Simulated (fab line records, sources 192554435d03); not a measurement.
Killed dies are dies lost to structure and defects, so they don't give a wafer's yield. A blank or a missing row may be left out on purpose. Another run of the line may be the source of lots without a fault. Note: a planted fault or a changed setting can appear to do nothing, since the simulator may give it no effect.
One fault seen from 2 desks    flow n5 finfet    only its own numbers are on each desk; what lay behind them is given at the end

== AT THE METROLOGY DESK ==
What the gauges read, lot by lot, whatever tool the lot ran on: means of the sampled wafers that have a number. The brackets show how far a lot's mean lies from the usual mean; more than 4 standard deviations puts the lot out of limits, marked OUT. 7 of its 11 readings are shown, namely those furthest out on some lot.
Columns: A = cd nm at N5_FIN_SAQP_CD_MEAS_27, usual 20.28 nm; B = DIBL_N at N5_BEOL_M4_RC_MEAS_101, usual 36.1 mV/V; C = DIBL_P at N5_BEOL_M4_RC_MEAS_101, usual 36.1 mV/V; D = IOFF_P at N5_BEOL_M4_RC_MEAS_101, usual 0.201 nA/um; E = SS_N at N5_BEOL_M4_RC_MEAS_101, usual 71.5 mV/dec; F = SS_P at N5_BEOL_M4_RC_MEAS_101, usual 73.3 mV/dec; G = VT_P at N5_BEOL_M4_RC_MEAS_101, usual -251.3 mV
lot   first seen here  A      B     C     D      E     F     G
L185  day 2 06:19      20.23  35.0  35.1  0.189  72.0  73.4  -254.2
L196  day 5 01:30      20.21  36.2  34.9  0.196  70.8  73.0  -250.0
L197  day 5 06:36      20.04  34.3  34.0  0.175  71.0  72.8  -254.0
L201  day 6 05:16      20.56  35.9  36.6  0.211  71.0  73.2  -248.9
L203  day 6 19:16      20.37  34.9  34.7  0.181  71.9  72.4  -251.1
L207  day 7 18:17      20.45  35.8  36.4  0.168  71.8  73.4  -255.6
This desk found nothing out of limits on any of the 6 lots.

== DESK OF THE TOOL OWNER: rie diel-01 ==
The tool's own readings at N5_FIN_SAQP_ETCH_69 (etches SOC in N2/H2, stops on SiNx, target depth 150 nm): means of the sampled wafers that have a number, for each lot that ran on this tool. The brackets show how far a lot's mean lies from the usual mean; more than 4 standard deviations puts the lot out of limits, marked OUT.
Columns: A = drypump motor current A at N5_FIN_SAQP_ETCH_69, usual 5.7 A; B = h2 flow sccm at N5_FIN_SAQP_ETCH_69, usual 200.0 sccm; C = oes product au at N5_FIN_SAQP_ETCH_69, usual 0.76 a.u.; D = rf fwd power W at N5_FIN_SAQP_ETCH_69, usual 843.6 W; E = rf vpp V at N5_FIN_SAQP_ETCH_69, usual 240.7 V; F = showerhead plenum p Torr at N5_FIN_SAQP_ETCH_69, usual 2.55 Torr; G = throttle valve pct at N5_FIN_SAQP_ETCH_69, usual 17.75 %
lot   first seen here  A    B      C     D                E                F     G
L185  day 2 07:22      5.7  200.3  0.70  844.2            241.1            2.52  17.98
L196  day 5 02:13      5.7  200.3  0.69  995.8 (+52) OUT  226.2 (-10) OUT  2.51  18.04
L197  day 5 07:19      5.8  200.0  0.76  997.8 (+53) OUT  226.5 (-10) OUT  2.50  17.77
This desk's finding: out of limits on L196, L197; first on L196, day 5 02:13 (rf fwd power W at N5_FIN_SAQP_ETCH_69). In limits: L185.

== ALL TOGETHER ==
On L196, L197, at day 5 02:13, an alarm was possible from the tool owner's desk.
The metrology desk saw nothing out of limits.
The metrology desk has L196, L197 on record, within its limits.
N5_FIN_SAQP_ETCH_69 was run on rie diel-01 by each of the lots named.

== WHAT THE SIMULATOR HAD INSERTED ==
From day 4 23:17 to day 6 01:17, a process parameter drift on rie diel-01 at N5_FIN_SAQP_ETCH_69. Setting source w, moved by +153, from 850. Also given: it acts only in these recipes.
Lots struck among those shown: L196, L197.
Time in hours from fault onset to the first out-of-limits reading at each desk: the tool owner's desk, 3.
